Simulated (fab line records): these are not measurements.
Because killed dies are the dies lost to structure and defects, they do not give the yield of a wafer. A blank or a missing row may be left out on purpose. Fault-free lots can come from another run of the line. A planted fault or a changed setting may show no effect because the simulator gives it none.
Code-filled problem report in 8D (eight disciplines) form ; flow nand-harc ; the parts of the form that need people (team, actions taken, sign-off) are left out

== 1. WHAT IS WRONG ==
killed-at-array at NHARC_END_SORT_01 reads a mean of 102 on 2 wafers of 2 lots; wafers without a fault read 28 with a standard deviation of 11. That is +6.8 standard deviations from the usual mean.
First seen on wafer L338.1, day 21 22:13, on prober-02. The record has a number at this step for 2 wafers belonging to 2 lots. Rule for "out" (also "out of limits"): further than 4 standard deviations from the usual mean. All remaining wafers that have a number are taken as sound.

== 2. WHAT IT IS, AND WHAT IT ISN'T ==
question;is;is not
which readings at this step;killed-at-array, killed-dies;killed-at-periphery, killed-open
which lots;L338, L343;-
which wafers of those lots;all that have a number;-
read on which gauges;prober-01, prober-02;-
when;from day 21 22:13;up to then (0 sound wafers)

== 3. THE SUSPECTS, EACH WITH WHAT RULES IT OUT ==
Counting: any tool at a process step up to the reading is kept as a suspect provided that every lot that is out went through it and no sound lot did after the first of them.
- the gauge at NHARC_END_SORT_01: ruled out. Those wafers that are out were read across 2 gauges (prober-01, prober-02).
- rie-diel-04 at NHARC_A_STAIRCASE_ETCH_17 (etches the open film in C4F8/O2, target depth 100 nm, time 40.5 s): kept. It ran every lot that is out, first L338 (day 13 00:08), and no sound lot after that.
- rie-diel-04 at NHARC_A_STAIRCASE_ETCHBACK_416 (etches the open film in C4F8/O2/Ar, target depth 36 nm, time 7.2 s): kept. It ran every lot that is out, first L338 (day 14 05:34), and no sound lot after that. Because NHARC_A_STAIRCASE_ETCHBACK_416 lacks a start for some lots, the hours and order of its lots are taken from NHARC_A_STAIRCASE_DEP_417.
Left after counting: rie-diel-04 at NHARC_A_STAIRCASE_ETCH_17, rie-diel-04 at NHARC_A_STAIRCASE_ETCHBACK_416.

== 4. THE CAUSE (what the simulator had put in) ==
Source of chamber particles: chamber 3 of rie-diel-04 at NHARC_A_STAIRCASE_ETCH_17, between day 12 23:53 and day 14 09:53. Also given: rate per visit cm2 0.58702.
Counting left 2 suspects, and this tool is among them.

== 5. THE CHAIN OF EFFECTS, in route order ==
Each row: a reading where the mean over the struck wafers with a number is more than 3 standard deviations away from the usual. Only readings for which the record gives a usual standard deviation are gone through. hours: the time from each lot's start at the first step in this table that gives one to its start at this step, as a median over the lots. sigmas: the change in usual standard deviations.
hours;step;reading;usual;on struck wafers;change;sigmas
0;NHARC_END_SORT_01;killed-at-array;28;102;+74;+6.8
0;NHARC_END_SORT_01;killed-dies;32;108;+76;+6.9

== 6. WHAT WOULD HAVE CAUGHT IT SOONER ==
214 hours passed between the start of the fault at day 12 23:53 and the first reading out of limits at a measuring or inspecting step in this record, taken at day 21 22:13.
An alarm limit of 4 standard deviations would not have fired on the tool readings at NHARC_A_STAIRCASE_ETCH_17 for which the record gives a usual standard deviation, since none of them was out on any struck wafer.
By day 21 22:13, every lot that is out (2) had started NHARC_A_STAIRCASE_ETCH_17 on rie-diel-04. A hold on the tool at that time would have spared none of them.
